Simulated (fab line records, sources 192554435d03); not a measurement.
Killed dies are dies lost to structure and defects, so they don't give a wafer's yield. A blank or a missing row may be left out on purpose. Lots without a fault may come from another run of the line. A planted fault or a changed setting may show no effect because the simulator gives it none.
fab line records | flow n5_finfet
record lots=6 wafers=18 last_day=17
route steps=1938 shown FIN_CUT@171 STI_FIN_REVEAL@183 BEOL_M4@1111 PASSIVATION@1936
lots that met no fault: from a run of the same line without faults
start_h: hours from the record's first day to the start of the lot's first wafer shown | wait_h: hours since the lot's step before | " the same as in the row above | L1.1+2: a row that stands for several wafers | - no value, or no start given | * or withheld: withheld | < > ~ a bound
route shown NAME@n: a module of which the file shows steps, and the number in the route of the first | usual: mean/standard deviation of fault-free wafers | same: alike in all rows | chamber/n: place in a boat | sites: the reading at each site | _std_site: their standard deviation | _edge_site: outer sites' mean less inner sites' | radius_mm: how far each site lies from the wafer's centre | mask NAME#n: copy n | behind: the tool/chamber that last shaped the wafer | hold: why the lot was held/for how many hours/how that ended | device: the transistor (n, p or np) that didn't switch | end of line: the same wafers' tests at the end of the route | a step without rows: its recipe alone | killed: dies lost to structure and defects at the first sort, not the wafer's yield | map: a wafer's dies, x killed, . not, _ none there
set.NAME: the setting as run; set.NAME@STEP: as run at that earlier step | model.NAME: the simulator's own value behind a step, which no gauge read
lots at some steps of the route; a table a step, a row a wafer
services: from which hour (start_h, from the record's first day; less than 0 if before it) a tool's chamber was out of use, for how many hours, and why
## steps
# step N5_FIN_CUT_STRIP_31
# recipe chemistry=N2/H2 temp_c=40 n2_flow_sccm=200 h2_flow_sccm=200 rf_frequency_hz=6e+07
# step N5_FIN_CUT_STRIP_24
# recipe chemistry=CF4 resist=SiARC power_w=300 bias_power_w=75 pressure_mtorr=50 cf4_flow_sccm=150 rf_frequency_hz=6e+07
# usual drypump_motor_current_A=5.7/0.55 oes_product_au=0.77/0.048 rf_fwd_power_W=292.5/0.86 rf_vpp_V=271.1/1.3 showerhead_plenum_p_Torr=1.79/0.049 throttle_valve_pct=13.68/0.22
# columns lot.wafer tool chamber start_h wait_h drypump_motor_current_A oes_product_au rf_fwd_power_W rf_hours_counter_h rf_vpp_V showerhead_plenum_p_Torr throttle_valve_pct
L360.2 rie_diel-05 0 33.77 0.0 5.8 0.81 292.3 78 269.8 1.74 13.41
L360.3 " 1 " " 5.2 0.73 293.4 141 271.2 1.81 13.97
L360.5 " 1 " " 5.2 0.74 293.1 - 272.7 1.81 13.97
L364.2 rie_diel-05 2 57.57 0.0 6.3 0.78 293.4 105 271.5 1.81 13.79
L364.3 " 1 " " 5.2 0.73 293.6 148 273.7 1.81 13.98
L364.5 " 0 " " 5.9 0.81 291.7 - 270.7 1.74 13.42
L370.1 rie_diel-01 1 94.77 0.0 6.4 0.72 291.7 187 268.8 1.72 13.76
L370.2 " 3 " " 5.7 0.75 293.0 150 270.8 1.79 13.70
L370.6 " 1 " " 6.4 0.73 292.6 - 270.2 1.72 13.77
L373.3 rie_diel-06 2 110.56 0.0 6.3 0.72 295.5 199 271.9 1.87 13.93
L373.5 " 2 " " 6.3 0.72 293.6 - 273.7 1.87 13.91
L373.6 " 1 " " 5.4 0.73 292.2 - 271.6 1.81 13.93
L376.3 rie_diel-05 1 129.21 0.0 5.2 0.71 291.2 169 270.9 1.80 14.03
L376.5 " 2 " " 6.3 0.76 293.1 - 271.8 1.80 13.85
L376.6 " 3 " " 4.7 0.75 292.7 - 271.2 1.78 13.57
L379.2 rie_diel-05 3 148.28 0.0 4.7 0.75 292.7 163 269.0 1.78 13.58
L379.5 " 2 " " 6.3 0.75 292.2 - 271.5 1.80 13.86
L379.6 " 1 " " 5.2 0.71 292.5 - 270.3 1.80 14.05
# step N5_FIN_CUT_CUT_ETCH_26
# recipe chemistry=CH3F/O2 target=SiNx target_depth_a=390 mask_material=SOC time_s=55.7 pressure_mtorr=30 source_w=395 bias_w=73 Ar_flow_sccm=150 CH3F_flow_sccm=30 O2_flow_sccm=20 ion_energy_ev=120
# step N5_FIN_CUT_CUT_ETCH_27
# recipe chemistry=CHF3/O2 target=SiO2 target_depth_a=40 mask_material=SOC overetch_a=20 time_s=4.9 pressure_mtorr=30 source_w=650 bias_w=170 Ar_flow_sccm=200 CHF3_flow_sccm=50 O2_flow_sccm=5 ion_energy_ev=200
# usual bias_w=170.0/0.51 drypump_motor_current_A=5.7/0.55 oes_product_au=0.61/0.038 rf_fwd_power_W=644.8/2.3 rf_vpp_V=520/9.5 showerhead_plenum_p_Torr=2.40/0.063 throttle_valve_pct=18.94/0.19
# columns lot.wafer tool chamber start_h wait_h bias_w drypump_motor_current_A oes_product_au rf_fwd_power_W rf_hours_counter_h rf_vpp_V showerhead_plenum_p_Torr throttle_valve_pct
L360.2 rie_diel-05 0 33.83 0.0 170.3 5.9 0.65 646.6 78 506 2.35 18.73
L360.3 " 1 " " 169.3 5.2 0.59 641.8 141 534 2.42 19.16
L360.5 " 1 " " 170.4 5.2 0.59 644.6 - 533 2.42 19.18
L364.2 rie_diel-05 2 57.64 0.0 169.4 6.3 0.62 645.7 105 536 2.45 19.16
L364.3 " 1 " " 170.7 5.2 0.58 643.3 148 535 2.42 19.20
L364.5 " 0 " " 168.9 5.8 0.64 646.5 - 507 2.34 18.74
L370.1 rie_diel-01 1 94.84 0.0 168.8 6.4 0.58 645.9 187 518 2.30 19.00
L370.2 " 3 " " 169.9 5.7 0.61 643.6 150 524 2.40 18.89
L370.6 " 1 " " 169.5 6.4 0.58 645.0 - 517 2.30 18.97
L373.3 rie_diel-06 2 110.63 0.0 170.2 6.2 0.58 645.4 199 523 2.49 19.05
L373.5 " 2 " " 169.4 6.2 0.58 643.0 - 523 2.49 19.05
L373.6 " 1 " " 170.0 5.3 0.59 643.1 - 515 2.40 19.09
L376.3 rie_diel-05 1 129.27 0.0 169.9 5.2 0.57 642.5 169 535 2.41 19.22
L376.5 " 2 " " 170.2 6.3 0.61 647.2 - 536 2.44 19.19
L376.6 " 3 " " 169.6 4.7 0.60 639.8 - 526 2.41 18.83
L379.2 rie_diel-05 3 148.35 0.0 169.8 4.7 0.59 640.2 163 526 2.40 18.85
L379.5 " 2 " " 169.4 6.3 0.60 649.3 - 535 2.44 19.20
L379.6 " 1 " " 170.7 5.2 0.57 643.3 - 533 2.41 19.24
# step N5_FIN_CUT_PRECLEAN_35
# recipe time_s=13.3 temp_c=45 pressure_torr=125 p_hf_torr=3 p_coreactant_torr=25 chemistry=vHF
# step N5_FIN_CUT_CUT_ETCH_15
# recipe chemistry=HBr/Cl2/O2 target=Si target_depth_a=1000 bt_time_s=10 mask_material=SOC time_s=42.4 ion_energy_ev=* bias_w=* pressure_mtorr=10 icp_w=800 HBr_flow_sccm=150 Cl2_flow_sccm=80 O2_flow_sccm=12
# usual HBr_flow_sccm=150.0/0.42 bias_w=* drypump_motor_current_A=5.6/0.51 he_backside_leak_sccm=2.78/0.26 oes_product_au=1.000/0.015 rf_fwd_power_W=* throttle_valve_pct=37.0/0.34
# columns lot.wafer tool chamber start_h wait_h HBr_flow_sccm bias_w drypump_motor_current_A he_backside_leak_sccm oes_product_au rf_fwd_power_W rf_hours_counter_h throttle_valve_pct
L360.2 rie_si-06 1 33.98 0.1 149.7 * 5.0 2.99 0.981 * 141 37.3
L360.3 " 3 " " 149.0 * 5.1 2.47 0.983 * 90 36.8
L360.5 " 1 " " 149.4 * 4.9 2.87 0.992 * - 37.3
L364.2 rie_si-04 1 57.79 0.1 149.2 * 4.8 2.63 1.018 * 69 37.0
L364.3 " 3 " " 150.2 * 6.2 3.06 0.999 * 125 36.4
L364.5 " 3 " " 150.1 * 6.2 3.00 0.998 * - 36.4
L370.1 rie_si-06 0 95.01 0.1 150.0 * 5.9 2.60 1.006 * 8 37.1
L370.2 " 3 " " 149.5 * 5.1 2.51 0.987 * 91 36.8
L370.6 " 2 " " 150.1 * 6.3 2.98 0.983 * - 37.3
L373.3 rie_si-04 0 110.80 0.1 150.4 * 5.3 2.53 1.011 * - 36.8
L373.5 " 0 " " 149.9 * 5.3 2.56 1.025 * - 36.8
L373.6 " 3 " " 150.0 * 6.2 3.17 0.998 * - 36.5
L376.3 rie_si-06 1 129.42 0.0 149.8 * 4.9 2.65 0.989 * 142 37.3
L376.5 " 3 " " 150.2 * 5.2 2.52 0.987 * - 36.8
L376.6 " 2 " " 150.1 * 6.3 2.86 0.984 * - 37.3
L379.2 rie_si-01 3 148.50 0.1 149.7 * 5.9 3.15 0.998 * 58 36.4
L379.5 " 0 " " 150.0 * 5.4 2.77 0.992 * - 37.0
L379.6 " 1 " " 150.9 * 6.0 2.66 1.010 * - 37.5
# step N5_FIN_CUT_CUT_ETCH_28
# recipe chemistry=HBr/Cl2/O2 target=Si target_depth_a=60 mask_material=SOC time_s=2.4 ion_energy_ev=* bias_w=* pressure_mtorr=10 icp_w=800 HBr_flow_sccm=150 Cl2_flow_sccm=80 O2_flow_sccm=12
# usual HBr_flow_sccm=150.0/0.52 bias_w=* drypump_motor_current_A=5.6/0.51 he_backside_leak_sccm=2.76/0.24 oes_product_au=1.000/0.016 rf_fwd_power_W=* throttle_valve_pct=37.0/0.34
# columns lot.wafer tool chamber start_h wait_h HBr_flow_sccm bias_w drypump_motor_current_A he_backside_leak_sccm oes_product_au rf_fwd_power_W rf_hours_counter_h throttle_valve_pct
L360.2 rie_si-06 1 34.03 0.0 150.0 * 4.9 2.66 0.988 * 141 37.3
L360.3 " 3 " " 150.3 * 5.2 2.60 0.985 * 90 36.8
L360.5 " 1 " " 149.2 * 5.0 2.52 0.985 * - 37.3
L364.2 rie_si-04 1 57.84 0.0 150.5 * 4.8 2.59 1.020 * 69 37.1
L364.3 " 3 " " 150.2 * 6.2 3.24 0.996 * 125 36.4
L364.5 " 3 " " 149.9 * 6.2 3.22 0.992 * - 36.4
L370.1 rie_si-06 0 95.06 0.0 150.8 * 5.9 2.61 1.011 * 8 37.0
L370.2 " 3 " " 150.0 * 5.1 2.50 0.978 * 91 36.8
L370.6 " 2 " " 149.7 * 6.3 3.00 0.981 * - 37.3
L373.3 rie_si-04 0 110.88 0.0 150.0 * 5.3 2.64 1.018 * - 36.8
L373.5 " 0 " " 150.0 * 5.3 2.69 1.018 * - 36.8
L373.6 " 3 " " 149.4 * 6.2 3.32 0.990 * - 36.4
L376.3 rie_si-06 1 129.48 0.0 150.4 * 5.0 2.76 0.983 * 142 37.3
L376.5 " 3 " " 150.5 * 5.2 2.54 0.979 * - 36.8
L376.6 " 2 " " 149.9 * 6.3 2.91 0.979 * - 37.3
L379.2 rie_si-01 3 148.56 0.0 150.2 * 5.9 2.98 0.992 * 58 36.4
L379.5 " 0 " " 149.8 * 5.4 2.73 1.002 * - 37.0
L379.6 " 1 " " 151.3 * 6.0 2.56 1.013 * - 37.5
# step N5_FIN_CUT_STRIP_22
# recipe chemistry=N2/H2 power_w=500 temp_c=40 pressure_mtorr=50 rf_frequency_hz=6e+07 overash_fraction=0.3 bias_power_w=8 h2_frac=0.5 n2_flow_sccm=300 h2_flow_sccm=300
# step N5_FIN_CUT_PRECLEAN_36
# recipe chemistry=O3/DIW time_s=60 temp_c=22 o3_ppm=10
# step N5_FIN_CUT_SRD_32
# recipe dry=ipa_marangoni time_s=30 temp_c=23 rinse_liquid=diw
# step N5_FIN_CUT_UV_OZONE_34
# recipe time_s=120 pressure_torr=760 temp_c=25
# step N5_FIN_CUT_INSPECT_17
# recipe inspect_instrument=brightfield mode=aei
# usual raw_defect_count=246/70
# columns lot.wafer tool chamber start_h wait_h raw_defect_count
L360.2 defect_inspect-02 - 34.26 0.0 179
L360.3 " - " " 138
L360.5 " - " " 328
L364.2 defect_inspect-02 - 58.07 0.0 338
L364.3 " - " " 367
L364.5 " - " " 193
L370.1 defect_inspect-02 - 95.33 0.0 410
L370.2 " - " " 412
L370.6 " - " " 279
L373.3 defect_inspect-02 - 111.11 0.0 172
L373.5 " - " " 197
L373.6 " - " " 247
L376.3 defect_inspect-02 - 129.71 0.0 292
L376.5 " - " " 232
L376.6 " - " " 253
L379.2 defect_inspect-01 - 148.79 0.0 197
L379.5 " - " " 164
L379.6 " - " " 186
# step N5_STI_FIN_REVEAL_ALD_00
# recipe material=SiO2 target_thk_a=10 temp_c=300 ald_precursor_family=BDEAS ald_co_reactant=O2-plasma pulse_time_s=1 pressure_torr=2
# usual heater_power_outer_w=270/38 heater_power_w=481/67 precursor_pulse_height_rel=1.001/0.019
# columns lot.wafer tool chamber start_h wait_h heater_power_outer_w heater_power_w precursor_pulse_height_rel model.SiO2_of_STI_FIN_REVEAL_ALD_00.thk_nm
L360.2 ald_sin-02 3 34.30 0.0 258 469 1.015 1
L360.3 " 2 " " 261 484 0.983 1
L360.5 " 2 " " 268 483 1.011 1
L364.2 ald_sin-04 3 58.11 0.0 233 427 0.969 1
L364.3 " 1 " " 244 452 0.997 1
L364.5 " 1 " " 248 451 1.011 1
L370.1 ald_sin-04 1 96.22 0.9 240 445 0.962 0.4
L370.2 " 2 " " 249 446 1.008 1
L370.6 " 1 " " 255 443 0.991 1
L373.3 ald_sin-04 3 112.10 1.0 227 407 1.009 0.4
L373.5 " 1 " " 250 447 1.011 1
L373.6 " 0 " " 348 619 1.010 1
L376.3 ald_sin-02 1 129.74 0.0 244 433 1.003 1
L376.5 " 3 " " 265 465 0.985 1
L376.6 " 2 " " 266 477 1.010 1
L379.2 ald_sin-02 3 149.83 1.0 273 474 0.995 1
L379.5 " 2 " " 266 495 0.979 1
L379.6 " 1 " " 238 440 0.995 1
# step N5_STI_FIN_REVEAL_ALD_14
# recipe material=Si3N4 target_thk_a=30 temp_c=400 ald_precursor_family=SiH2I2 ald_co_reactant=N2/H2-plasma pressure_torr=2
# usual heater_power_outer_w=529/74 heater_power_w=860/120
# columns lot.wafer tool chamber start_h wait_h heater_power_outer_w heater_power_w
L360.2 ald_sin-02 3 34.35 0.0 510 840
L360.3 " 2 " " 518 835
L360.5 " 2 " " 535 831
L364.2 ald_sin-04 3 58.16 0.0 471 758
L364.3 " 1 " " 483 790
L364.5 " 1 " " 483 789
L370.1 ald_sin-04 1 96.27 0.0 485 806
L370.2 " 2 " " 484 789
L370.6 " 1 " " 477 790
L373.3 ald_sin-04 3 112.15 0.0 478 760
L373.5 " 1 " " 479 806
L373.6 " 0 " " 694 1122
L376.3 ald_sin-02 1 129.79 0.0 475 782
L376.5 " 3 " " 518 828
L376.6 " 2 " " 518 847
L379.2 ald_sin-02 3 149.88 0.0 517 863
L379.5 " 2 " " 516 870
L379.6 " 1 " " 467 784
# step N5_BEOL_M4_RC_MEAS_101
# usual DIBL_N=37.2/1.9 DIBL_P=37.3/2.2 IOFF_N=0.18/0.038 IOFF_P=0.22/0.039 ION_N=678/11 ION_P=462/6.9 SS_N=71.8/0.68 SS_P=73.5/0.65 VT_N=249/3.4 VT_P=-250/3.2
# columns lot.wafer tool chamber start_h wait_h DIBL_N[mV/V] DIBL_P[mV/V] IOFF_N[nA/um] IOFF_P[nA/um] ION_N[uA/um] ION_P[uA/um] SS_N[mV/dec] SS_P[mV/dec] VT_N[mV] VT_P[mV]
L360.2 prober-02 0 179.46 0.2 35.8 36.6 0.16 0.17 678 458 71.4 73.2 252 -253
L360.3 " 0 " " 38.1 40.2 0.20 0.23 676 460 72.0 74.2 247 -248
L360.5 " 0 " " 37.9 37.7 0.19 0.20 681 451 72.6 74.3 250 -252
L364.2 prober-01 0 209.41 0.2 37.5 38.1 0.18 0.22 669 457 72.6 73.6 249 -250
L364.3 " 0 " " 34.9 35.6 0.14 0.18 665 453 71.4 72.3 253 -252
L364.5 " 0 " " 37.7 39.5 0.21 0.25 678 469 72.2 74.3 248 -247
L370.1 prober-01 0 245.71 0.0 34.1 33.3 0.12 0.18 660 457 70.6 72.4 251 -250
L370.2 " 0 " " 36.4 35.8 0.16 0.22 685 474 71.0 72.8 249 -247
L370.6 " 0 " " 36.4 37.2 0.16 0.24 672 466 71.1 73.5 251 -246
L373.3 prober-01 0 264.65 0.3 37.4 34.4 0.16 0.19 667 457 71.7 72.7 249 -250
L373.5 " 0 " " 36.1 32.9 0.13 0.17 664 457 71.0 72.4 253 -252
L373.6 " 0 " " 40.0 37.7 0.21 0.24 673 463 72.0 74.2 247 -245
L379.2 prober-02 0 292.70 0.4 37.0 36.1 0.20 0.24 684 464 71.5 73.5 245 -246
L379.5 " 0 " " 39.4 39.7 0.25 0.32 688 471 72.3 74.0 243 -245
L379.6 " 0 " " 35.8 33.6 0.16 0.20 689 469 71.1 72.8 248 -249
L376.3 prober-01 0 300.57 0.3 40.6 41.8 0.24 0.37 676 473 72.8 75.4 243 -241
L376.5 " 0 " " 36.1 36.0 0.16 0.23 668 459 71.8 73.7 249 -248
L376.6 " 0 " " 40.9 42.1 0.27 0.35 697 471 73.0 75.2 243 -241
# step N5_PASSIVATION_PROBE_49
# usual defect_limited_yield=91.2/1.6 killed_at_M0_to_M3=31/10 killed_at_M4_up=14/4.4 killed_at_contacts=13/6 killed_at_front_end=43/13 killed_at_other=3.5/2.6 killed_dies=104/18 killed_on_rim=14/4.6 killed_open=68/14 killed_short=34/8.1 sort_bin_5_function=5.1/1.1 sort_bin_6_memory=3.3/0.68 sort_n_pass=1076/18 sort_yield_pct=91.2/1.6
# same gross_dies=1180 killed_at_back_side=0 sort_bin_4_leakage[%]=0 sort_bin_8_speed[%]=0
# columns lot.wafer tool chamber start_h wait_h defect_limited_yield[%] killed_at_M0_to_M3 killed_at_M4_up killed_at_contacts killed_at_front_end killed_at_other killed_dies killed_on_rim killed_open killed_short sort_bin_5_function[%] sort_bin_6_memory[%] sort_n_pass sort_yield_pct[%]
L360.2 prober-02 - 284.54 0.1 90.8 40 18 6 39 5 108 17 78 29 5.6 3.3 1072 90.8
L360.3 prober-02 - 284.59 0.1 88.0 61 16 13 46 6 142 24 89 46 6.4 3.8 1038 88.0
L360.5 prober-02 - 284.69 0.2 91.3 47 14 13 27 2 103 18 69 28 5.1 2.9 1077 91.3
L364.2 prober-01 - 312.02 0.1 89.7 13 12 30 56 11 122 17 75 46 5.9 3.8 1058 89.7
L364.3 prober-01 - 312.07 0.1 89.3 31 13 25 52 5 126 17 91 35 6.1 4.5 1054 89.3
L364.5 prober-01 - 312.17 0.2 92.2 22 8 14 46 2 92 14 66 24 4.8 2.9 1088 92.2
L370.1 prober-01 - 344.92 0.0 88.9 49 19 12 42 9 131 18 83 44 6.8 3.7 1049 88.9
L370.2 prober-01 - 344.97 0.1 90.4 50 11 11 37 4 113 12 83 30 5.8 3.2 1067 90.4
L370.6 prober-01 - 345.17 0.3 89.5 35 21 20 47 1 124 19 83 40 4.8 5.3 1056 89.5
L373.6 prober-01 - 368.33 0.3 91.1 27 27 11 38 2 105 13 66 39 5.2 3.6 1075 91.1
L379.2 prober-01 - 406.24 0.6 90.6 33 12 12 47 7 111 14 78 32 6.0 3.2 1069 90.6
L379.6 prober-01 - 406.44 0.8 92.0 34 9 18 30 3 94 10 67 26 5.3 2.4 1086 92.0
L376.3 prober-01 - 409.48 0.1 92.1 35 15 19 24 0 93 8 68 23 4.7 2.8 1087 92.1
L376.6 prober-01 - 409.63 0.3 91.9 25 11 25 28 6 95 8 65 29 4.6 3.1 1085 91.9
# killed by level:class
L360.2 FIN_SAQP:geometric_particle:open=18 BEOL_M4:geometric_particle:open=11 BEOL_M0_SAQP:geometric_particle:short=8 BEOL_M0_SAQP:geometric_particle:open=7 BEOL_M3:geometric_particle:open=7 BEOL_M2:geometric_particle:open=5 MOL_CONTACT_COAG:geometric_particle:open=5 FIN_SAQP:geometric_particle:short=4
L360.3 BEOL_M0_SAQP:geometric_particle:short=14 BEOL_M0_SAQP:geometric_particle:open=12 BEOL_M3:geometric_particle:open=11 MOL_CONTACT_COAG:geometric_particle:open=11 BEOL_M1:geometric_particle:open=9 FIN_SAQP:geometric_particle:open=8 STI_FIN_REVEAL:geometric_particle:open=8 BEOL_M0:geometric_particle:open=8
L360.5 MOL_CONTACT_COAG:geometric_particle:open=10 BEOL_M3:geometric_particle:open=10 FIN_SAQP:geometric_particle:open=8 BEOL_M0_SAQP:geometric_particle:open=8 BEOL_M1:geometric_particle:open=8 BEOL_M3:geometric_particle:short=5 HKMG_FIN:area_etch=5 BEOL_M0_SAQP:geometric_particle:short=4
L364.2 MOL_CONTACT_COAG:geometric_particle:open=24 FIN_SAQP:geometric_particle:short=18 FIN_SAQP:geometric_particle:open=15 MOL_CONTACT_COAG:geometric_particle:short=6 STI_FIN_REVEAL:geometric_particle:open=5 BEOL_M4:geometric_particle:open=5 BEOL_M3:geometric_particle:open=4 STARTING-WAFER:geometric_particle:short=4
L364.3 MOL_CONTACT_COAG:geometric_particle:open=20 STI_FIN_REVEAL:geometric_particle:open=19 FIN_SAQP:geometric_particle:open=7 FIN_SAQP:geometric_particle:short=7 BEOL_M0_SAQP:geometric_particle:open=6 MOL_CONTACT_COAG:geometric_particle:short=5 BEOL_M1:geometric_particle:open=5 BEOL_M3:geometric_particle:open=5
L364.5 STI_FIN_REVEAL:geometric_particle:open=22 MOL_CONTACT_COAG:geometric_particle:open=12 FIN_SAQP:geometric_particle:open=5 BEOL_M1:geometric_particle:open=5 BEOL_M0_SAQP:geometric_particle:open=4 STARTING-WAFER:geometric_particle:open=4 FIN_SAQP:geometric_particle:short=3 GATE_CUT:geometric_particle:short=3
L370.1 FIN_SAQP:geometric_particle:short=13 BEOL_M1:geometric_particle:open=12 MOL_CONTACT_COAG:geometric_particle:open=11 BEOL_M4:geometric_particle:open=11 BEOL_M0_SAQP:geometric_particle:open=9 FIN_SAQP:geometric_particle:open=7 BEOL_M0_SAQP:geometric_particle:short=7 BEOL_M2:geometric_particle:open=6
L370.2 BEOL_M2:geometric_particle:open=19 MOL_CONTACT_COAG:geometric_particle:open=11 STI_FIN_REVEAL:geometric_particle:open=7 BEOL_M0:geometric_particle:open=7 BEOL_M0_SAQP:geometric_particle:short=6 FIN_SAQP:geometric_particle:short=5 DUMMY_GATE:geometric_particle:open=5 BEOL_M4:geometric_particle:open=5
L370.6 MOL_CONTACT_COAG:geometric_particle:open=15 STI_FIN_REVEAL:geometric_particle:open=10 FIN_SAQP:geometric_particle:open=9 FIN_SAQP:geometric_particle:short=8 GATE_CUT:geometric_particle:short=8 BEOL_M1:geometric_particle:open=8 BEOL_M3:geometric_particle:open=7 BEOL_M4:geometric_particle:open=6
L373.6 FIN_SAQP:geometric_particle:short=12 MOL_CONTACT_COAG:geometric_particle:open=10 BEOL_M0_SAQP:geometric_particle:open=10 BEOL_M4:geometric_particle:open=10 BEOL_M4:geometric_particle:short=6 FIN_SAQP:geometric_particle:open=5 BEOL_M0_SAQP:geometric_particle:short=5 STARTING-WAFER:geometric_particle:short=4
L379.2 FIN_SAQP:geometric_particle:open=16 MOL_CONTACT_COAG:geometric_particle:open=10 BEOL_M1:geometric_particle:open=8 BEOL_M4:geometric_particle:open=8 BEOL_M0_SAQP:geometric_particle:open=7 BEOL_M0_SAQP:geometric_particle:short=6 FIN_SAQP:geometric_particle:short=5 STI_FIN_REVEAL:geometric_particle:open=5
L379.6 MOL_CONTACT_COAG:geometric_particle:open=16 BEOL_M0_SAQP:geometric_particle:open=9 BEOL_M1:geometric_particle:open=9 FIN_SAQP:geometric_particle:open=8 BEOL_M0_SAQP:geometric_particle:short=8 BEOL_M2:geometric_particle:open=7 FIN_SAQP:geometric_particle:short=5 STI_FIN_REVEAL:geometric_particle:open=5
L376.3 MOL_CONTACT_COAG:geometric_particle:open=18 BEOL_M2:geometric_particle:open=9 BEOL_M0_SAQP:geometric_particle:open=6 BEOL_M0_SAQP:geometric_particle:short=6 BEOL_M1:geometric_particle:open=4 BEOL_M3:geometric_particle:open=4 BEOL_M4:geometric_particle:open=4 STARTING-WAFER:geometric_particle:short=4
L376.6 MOL_CONTACT_COAG:geometric_particle:open=20 BEOL_M2:geometric_particle:open=11 BEOL_M0_SAQP:geometric_particle:short=6 MOL_CONTACT_COAG:geometric_particle:short=5 GATE_CUT:geometric_particle:short=4 BEOL_M0_SAQP:geometric_particle:open=4 STARTING-WAFER:geometric_particle:short=4 STI_FIN_REVEAL:geometric_particle:open=3
## services
# columns tool chamber start_h hours kind
rie_diel-06 3 13.40 12.9 repair
rie_si-04 - 17.76 0.8 repair
ald_sin-04 3 38.38 - calibration
ald_sin-04 1 39.22 9.4 repair
rie_diel-06 - 43.09 0.3 repair
rie_si-01 1 45.94 - clean
rie_si-01 1 45.94 22.0 scheduled_down
rie_si-01 1 45.94 22.0 vent_cycle
rie_si-01 - 64.90 2.8 pm
rie_diel-06 - 69.31 0.9 repair
rie_si-06 1 71.37 4.5 repair
rie_diel-06 0 78.52 2.4 repair
rie_si-01 3 86.83 9.1 repair
rie_si-06 1 92.91 14.9 repair
rie_si-06 2 99.28 2.6 repair
rie_si-04 2 99.97 11.3 repair
rie_si-04 1 109.90 3.8 repair
rie_diel-06 0 131.10 4.3 repair
rie_si-06 3 134.02 7.5 repair
## key
first_sign none at tools or gauges
model_effect step=N5_STI_FIN_REVEAL_ALD_00 value=SiO2_of_STI_FIN_REVEAL_ALD_00.thk_nm without=1 struck=0.4
met_at N5_STI_FIN_REVEAL_ALD_00
struck_wafers L370.1,L373.3
onset_between 58.11 96.22
fault kind=process_parameter_drift tool=ald_sin-04 chamber=- onset_h=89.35 steps=N5_STI_FIN_REVEAL_ALD_00 channel=target_thk_a offset=* shape=step end_h=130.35 scope=struck_wafers_only acts_in=* stated=*
